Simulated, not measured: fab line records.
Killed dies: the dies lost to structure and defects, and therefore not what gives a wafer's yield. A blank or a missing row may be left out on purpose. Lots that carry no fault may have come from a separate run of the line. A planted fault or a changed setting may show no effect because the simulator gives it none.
fab line records	flow n5Finfet
[record] lots = 11	wafers = 32	lastDay = 18
route steps=1938 shown SD_EPI_N@289 SD_EPI_P@303 BEOL_M4@1111 PASSIVATION@1936
lots that met no fault: from a run of the same line without faults
startH: hours from the record's first day to the start of the lot's first wafer shown	waitH: how many hours have passed since the lot's step before this one	" as in the row above	L1.1+2: a single row standing in for several wafers	- no value, or no start given	* or withheld: withheld	< > ~ a bound
route shown NAME@n: NAME is a module with steps in the file, n the number in the route of the first one	usual: mean and standard deviation over wafers with no fault	same: alike in all rows	chamber/n: place in a boat	sites: each site's reading	_std_site: their standard deviation	_edge_site: inner sites' mean taken away from outer sites' mean	radiusMm: for every site, how far away it sits from the centre of the wafer	mask NAME#n: copy n	behind: the tool/chamber that last shaped the wafer	hold: why the lot went on hold/how many hours it stayed there/how the hold came to an end	device: whichever transistor did not switch (one of n, p or np)	end of line: at the end of the route, the tests of the same wafers	a step given without rows: its recipe and nothing more	killed: the dies lost at the first sort to structure and to defects; this is not the yield of the wafer	map: a wafer's dies, marking killed ones x, the rest . and places with no die _
set.NAME: setting as actually run; set.NAME@STEP: the setting as run at that earlier step	model.NAME: the simulator's own value behind a step, which no gauge read
steps of the route over a sample of lots; a table a step, a row a wafer
services: the hour from which a tool's chamber was out of use, counted from the record's first day as startH (under 0 if before that day), plus the number of hours and why
[[steps]]
[step N5_SD_EPI_N_EPI_MEAS_23]
[recipe] mode = xrd
[usual] thkNm = 59.1/1.1
lot.wafer	tool	chamber	startH	waitH	thkNm
L161.1	filmMetro-02	-	52.00	1.4	57.6
L161.3	"	-	"	"	58.5
L161.6	"	-	"	"	59.1
L163.1	filmMetro-02	-	73.95	1.9	56.8
L163.3	"	-	"	"	59.9
L163.6	"	-	"	"	57.6
L166.1	filmMetro-01	-	84.60	1.4	58.9
L166.3	"	-	"	"	57.7
L166.4	"	-	"	"	59.8
L169.1	filmMetro-02	-	101.87	2.5	56.6
L169.3	"	-	"	"	58.3
L169.5	"	-	"	"	59.9
L170.1	filmMetro-01	-	107.26	1.4	60.0
L170.5	"	-	"	"	57.1
L170.6	"	-	"	"	58.0
L171.2	filmMetro-02	-	111.32	1.2	58.0
L171.3	"	-	"	"	58.6
L171.5	"	-	"	"	60.8
L173.1	filmMetro-02	-	128.10	1.4	59.9
L173.3	"	-	"	"	59.9
L173.4	"	-	"	"	59.3
L174.2	filmMetro-02	-	131.75	1.2	58.0
L174.3	"	-	"	"	60.0
L174.5	"	-	"	"	59.8
L175.1	filmMetro-02	-	137.18	1.4	60.5
L175.4	"	-	"	"	58.6
L175.5	"	-	"	"	59.5
L180.3	filmMetro-02	-	172.69	0.9	59.0
L180.4	"	-	"	"	59.6
L180.6	"	-	"	"	59.7
L183.5	filmMetro-01	-	191.38	0.3	58.0
L183.6	"	-	"	"	59.3
[step N5_SD_EPI_P_CD_MEAS_09]
[recipe] targetCdNm = 240	landingEnergyEv = 500	detector = seInlens
[usual] cdNm = 239.6/0.79
lot.wafer	tool	chamber	startH	waitH	cdNm
L161.1	cdSem-03	0	52.91	-	240.1
L161.3	"	0	"	"	239.6
L161.6	"	0	"	"	239.8
L163.1	cdSem-01	0	74.90	-	240.2
L163.3	"	0	"	"	239.8
L163.6	"	0	"	"	239.8
L166.1	cdSem-03	0	85.57	-	240.0
L166.3	"	0	"	"	240.0
L166.4	"	0	"	"	239.5
L169.1	cdSem-03	0	102.71	-	238.4
L169.3	"	0	"	"	237.8
L169.5	"	0	"	"	238.6
L170.1	cdSem-03	0	108.22	-	239.8
L170.5	"	0	"	"	240.2
L170.6	"	0	"	"	239.6
L171.2	cdSem-01	0	112.15	-	240.3
L171.3	"	0	"	"	239.2
L171.5	"	0	"	"	239.1
L173.1	cdSem-02	0	129.05	-	239.2
L173.3	"	0	"	"	238.9
L173.4	"	0	"	"	239.8
L174.2	cdSem-03	0	132.70	-	238.9
L174.3	"	0	"	"	239.9
L174.5	"	0	"	"	240.1
L175.1	cdSem-01	0	138.24	-	240.4
L175.4	"	0	"	"	241.1
L175.5	"	0	"	"	239.1
L180.3	cdSem-01	0	173.52	-	239.5
L180.4	"	0	"	"	239.3
L180.6	"	0	"	"	239.8
L183.5	cdSem-03	0	192.59	-	241.7
L183.6	"	0	"	"	240.5
[step N5_SD_EPI_P_INSPECT_11]
[recipe] mode = adi	inspectInstrument = macro
[usual] rawDefectCount = 2.0/1.5
lot.wafer	tool	chamber	startH	waitH	rawDefectCount
L161.1	defectInspect-01	-	52.97	0.0	2
L161.3	"	-	"	"	1
L161.6	"	-	"	"	1
L163.1	defectInspect-02	-	74.95	0.0	0
L163.3	"	-	"	"	2
L163.6	"	-	"	"	2
L166.1	defectInspect-02	-	85.63	0.0	4
L166.3	"	-	"	"	4
L166.4	"	-	"	"	2
L169.1	defectInspect-02	-	102.76	0.0	2
L169.3	"	-	"	"	3
L169.5	"	-	"	"	0
L170.1	defectInspect-01	-	108.28	0.0	2
L170.5	"	-	"	"	0
L170.6	"	-	"	"	1
L171.2	defectInspect-02	-	112.20	0.0	5
L171.3	"	-	"	"	1
L171.5	"	-	"	"	0
L173.1	defectInspect-01	-	129.10	0.0	0
L173.3	"	-	"	"	1
L173.4	"	-	"	"	3
L174.2	defectInspect-02	-	132.76	0.0	1
L174.3	"	-	"	"	1
L174.5	"	-	"	"	0
L175.1	defectInspect-01	-	138.30	0.0	1
L175.4	"	-	"	"	1
L175.5	"	-	"	"	1
L180.3	defectInspect-01	-	173.57	0.0	3
L180.4	"	-	"	"	4
L180.6	"	-	"	"	0
L183.5	defectInspect-02	-	192.64	0.0	5
L183.6	"	-	"	"	1
[step N5_SD_EPI_P_EPI_21]
[recipe] material = SiGe:B	dopant = B	tempC = 550	pressureTorr = 20	ambient = H2	timeS = 355
[same] timeS = 355
lot.wafer	tool	chamber	startH	waitH
L161.1+3+6	epiRpcvd-01	0	54.36	0.1
L163.1+3+6	epiRpcvd-01	0	76.34	0.1
L166.1+3+4	epiRpcvd-01	0	87.01	0.1
L169.1+3+5	epiRpcvd-01	0	104.14	0.1
L170.1+5+6	epiRpcvd-02	0	109.66	0.1
L171.2+3+5	epiRpcvd-01	0	113.94	0.5
L173.1+3+4	epiRpcvd-01	0	130.49	0.1
L174.2+3+5	epiRpcvd-04	0	134.50	0.5
L175.1+4+5	epiRpcvd-02	0	139.71	0.1
L180.3+4+6	epiRpcvd-04	0	175.67	0.8
L183.5+6	epiRpcvd-02	0	196.22	1.5
[step N5_SD_EPI_P_EPI_MEAS_23]
[recipe] mode = xrd
[usual] thkNm = 61.0/1.3
lot.wafer	tool	chamber	startH	waitH	thkNm
L161.1	filmMetro-02	-	56.55	1.8	61.6
L161.3	"	-	"	"	62.0
L161.6	"	-	"	"	63.8
L163.1	filmMetro-01	-	78.53	1.8	59.2
L163.3	"	-	"	"	61.0
L163.6	"	-	"	"	58.9
L166.1	filmMetro-02	-	89.20	1.8	60.5
L166.3	"	-	"	"	62.1
L166.4	"	-	"	"	60.6
L169.1	filmMetro-01	-	106.34	1.8	60.7
L169.3	"	-	"	"	63.1
L169.5	"	-	"	"	63.2
L170.1	filmMetro-01	-	111.87	1.9	60.2
L170.5	"	-	"	"	60.9
L170.6	"	-	"	"	60.7
L171.2	filmMetro-02	-	115.78	1.5	48.2
L171.3	"	-	"	"	46.5
L171.5	"	-	"	"	48.4
L173.1	filmMetro-02	-	132.68	1.8	46.9
L173.3	"	-	"	"	49.1
L173.4	"	-	"	"	47.6
L174.2	filmMetro-02	-	136.33	1.5	59.4
L174.3	"	-	"	"	59.3
L174.5	"	-	"	"	59.4
L175.1	filmMetro-01	-	141.91	1.8	60.7
L175.4	"	-	"	"	62.3
L175.5	"	-	"	"	59.4
L180.3	filmMetro-02	-	177.15	1.1	61.2
L180.4	"	-	"	"	61.1
L180.6	"	-	"	"	60.5
L183.5	filmMetro-01	-	196.98	0.4	60.4
L183.6	"	-	"	"	60.6
[step N5_BEOL_M4_RC_MEAS_101]
[usual] DIBL_N = 35.7/1.5	DIBL_P = 35.7/2	IOFF_N = 0.155/0.026	IOFF_P = 0.20/0.031	ION_N = 675/11	ION_P = 462/7.1	SS_N = 71.3/0.57	SS_P = 73.1/0.56	VT_N = 250/3	VT_P = -251/3
lot.wafer	tool	chamber	startH	waitH	DIBL_N[mV/V]	DIBL_P[mV/V]	IOFF_N[nA/um]	IOFF_P[nA/um]	ION_N[uA/um]	ION_P[uA/um]	SS_N[mV/dec]	SS_P[mV/dec]	VT_N[mV]	VT_P[mV]
L161.1	prober-02	0	175.87	0.0	36.7	36.3	0.153	0.21	667	459	71.6	72.7	251	-252
L161.3	"	0	"	"	37.2	36.8	0.171	0.23	673	459	71.7	73.6	250	-249
L161.6	"	0	"	"	35.3	34.4	0.142	0.18	666	461	71.2	72.6	252	-251
L163.1	prober-02	0	194.13	0.0	34.0	33.8	0.141	0.19	683	462	71.2	72.1	250	-250
L163.3	"	0	"	"	36.0	37.2	0.186	0.26	685	468	71.9	73.3	245	-246
L163.6	"	0	"	"	33.7	33.5	0.142	0.19	678	465	70.4	72.3	249	-250
L166.1	prober-01	0	198.41	0.0	32.8	32.8	0.124	0.17	669	460	71.5	72.4	251	-251
L166.3	"	0	"	"	30.9	30.8	0.101	0.14	638	444	69.9	71.8	256	-255
L166.4	"	0	"	"	34.8	34.6	0.152	0.19	676	460	71.7	72.7	247	-252
L170.1	prober-01	0	224.64	0.0	34.8	33.6	0.122	0.17	652	450	71.1	73.1	255	-256
L170.5	"	0	"	"	36.7	35.2	0.161	0.18	677	459	71.2	73.7	248	-256
L170.6	"	0	"	"	36.9	35.2	0.152	0.19	675	450	71.0	72.9	253	-256
L169.1	prober-01	0	225.57	0.7	36.5	35.5	0.148	0.22	666	462	71.8	73.4	252	-249
L169.3	"	0	"	"	35.9	34.9	0.127	0.20	666	464	71.2	73.2	252	-250
L169.5	"	0	"	"	37.2	35.3	0.156	0.22	662	453	71.4	73.3	254	-246
L171.2	prober-01	0	232.45	0.2	34.5	35.2	0.134	0.16	678	463	71.0	72.7	251	-255
L171.3	"	0	"	"	37.3	38.2	0.171	0.20	684	462	72.0	74.3	247	-254
L171.5	"	0	"	"	37.2	37.7	0.164	0.20	682	461	71.2	74.1	250	-252
L173.1	prober-01	0	252.89	0.0	35.4	35.9	0.176	0.23	693	478	71.7	73.7	246	-247
L173.3	"	0	"	"	34.8	35.0	0.153	0.21	682	471	70.9	73.1	249	-248
L173.4	"	0	"	"	34.9	34.9	0.155	0.21	678	470	70.7	73.3	248	-250
L174.2	prober-02	0	255.97	0.2	40.4	41.2	0.250	0.28	700	466	72.0	74.0	243	-248
L174.3	"	0	"	"	35.7	35.2	0.151	0.19	672	460	70.9	72.9	250	-254
L174.5	"	0	"	"	37.5	37.8	0.180	0.21	685	466	71.6	73.3	250	-252
L175.1	prober-02	0	267.64	0.0	34.9	35.7	0.146	0.18	680	461	70.7	72.8	249	-250
L175.4	"	0	"	"	35.6	35.3	0.153	0.18	667	459	70.9	73.2	250	-250
L175.5	"	0	"	"	35.3	36.2	0.148	0.20	676	465	70.3	73.6	250	-252
L180.3	prober-01	0	286.34	0.3	34.8	33.1	0.112	0.18	654	458	71.0	72.4	255	-251
L180.4	"	0	"	"	36.9	36.3	0.160	0.23	682	474	71.2	73.0	248	-247
L180.6	"	0	"	"	36.3	35.8	0.146	0.22	679	468	71.5	72.6	250	-249
L183.5	prober-01	0	312.16	0.6	36.4	38.0	0.163	0.20	666	459	71.1	73.1	246	-252
L183.6	"	0	"	"	37.0	39.4	0.172	0.22	676	464	71.1	73.1	249	-251
[step N5_PASSIVATION_PROBE_49]
[usual] defectLimitedYield = 91.4/1.5	killed_at_M0_to_M3 = 34/10	killed_at_M4_up = 15/6	killedAtContacts = 12/6	killedAtFrontEnd = 37/11	killedAtOther = 3.3/2.8	killedDies = 101/18	killedOpen = 66/14	killedShort = 33/7.8	sort_bin_5_function = 5.0/0.97	sort_bin_6_memory = 3.2/0.72	sort_bin_8_speed = 0.00/0.01	sortNPass = 1079/18	sortYieldPct = 91.4/1.5
[same] grossDies = 1180	killedAtBackSide = 0	sort_bin_4_leakage[%] = 0
lot.wafer	tool	chamber	startH	waitH	defectLimitedYield[%]	killed_at_M0_to_M3	killed_at_M4_up	killedAtContacts	killedAtFrontEnd	killedAtOther	killedDies	killedOpen	killedShort	sort_bin_5_function[%]	sort_bin_6_memory[%]	sort_bin_8_speed[%]	sortNPass	sortYieldPct[%]
L170.1	prober-02	-	323.79	0.0	92.2	47	13	6	24	2	92	49	37	4.4	2.6	0	1088	92.2
L170.6	prober-02	-	324.04	0.3	92.1	41	18	2	29	3	93	47	46	4.2	3.2	0	1087	92.1
// killed by level:class
L170.1 BEOL_M0_SAQP:geometricParticle:short=19 BEOL_M0_SAQP:geometricParticle:open=16 BEOL_M4:geometricParticle:open=9 FIN_SAQP:geometricParticle:short=5 MOL_CONTACT_COAG:geometricParticle:open=5 BEOL_M1:geometricParticle:open=5 HKMG_FIN:areaEtch=5 BEOL_M2:geometricParticle:open=4
L170.6 BEOL_M0_SAQP:geometricParticle:short=15 BEOL_M3:geometricParticle:short=11 BEOL_M4:geometricParticle:open=11 FIN_SAQP:geometricParticle:short=7 BEOL_M0_SAQP:geometricParticle:open=7 FIN_SAQP:geometricParticle:open=6 GATE_CUT:geometricParticle:short=5 STI_FIN_REVEAL:geometricParticle:open=3
[[services]]
tool	chamber	startH	hours	kind
epiRpcvd-04	-	63.57	8.1	pm
epiRpcvd-04	-	74.79	1.3	repair
epiRpcvd-04	-	77.90	6.0	pm
epiRpcvd-04	-	159.94	0.8	repair
[[key]]
[firstSign] step = N5_SD_EPI_P_EPI_MEAS_23	reading = thkNm	direction = down	sigmas = 10	usual = *	struck = *
effect none on later readings
metAt N5_SD_EPI_P_EPI_21
struckLots L171,L173
notActingAt N5_SD_EPI_N_EPI_MEAS_23,N5_SD_EPI_P_CD_MEAS_09,N5_SD_EPI_P_INSPECT_11
onsetBetween 104.14 113.94
[fault] kind = siteProfileDrift	tool = epiRpcvd-01	chamber = -	onsetH = 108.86	steps = N5_SD_EPI_P_EPI_21	basis = fraction	maxAbsDrift = 0.49272	slopeSharePerHr = 109.49	sitePattern = 0,0,0,0,0,-1,-1,-1,-1
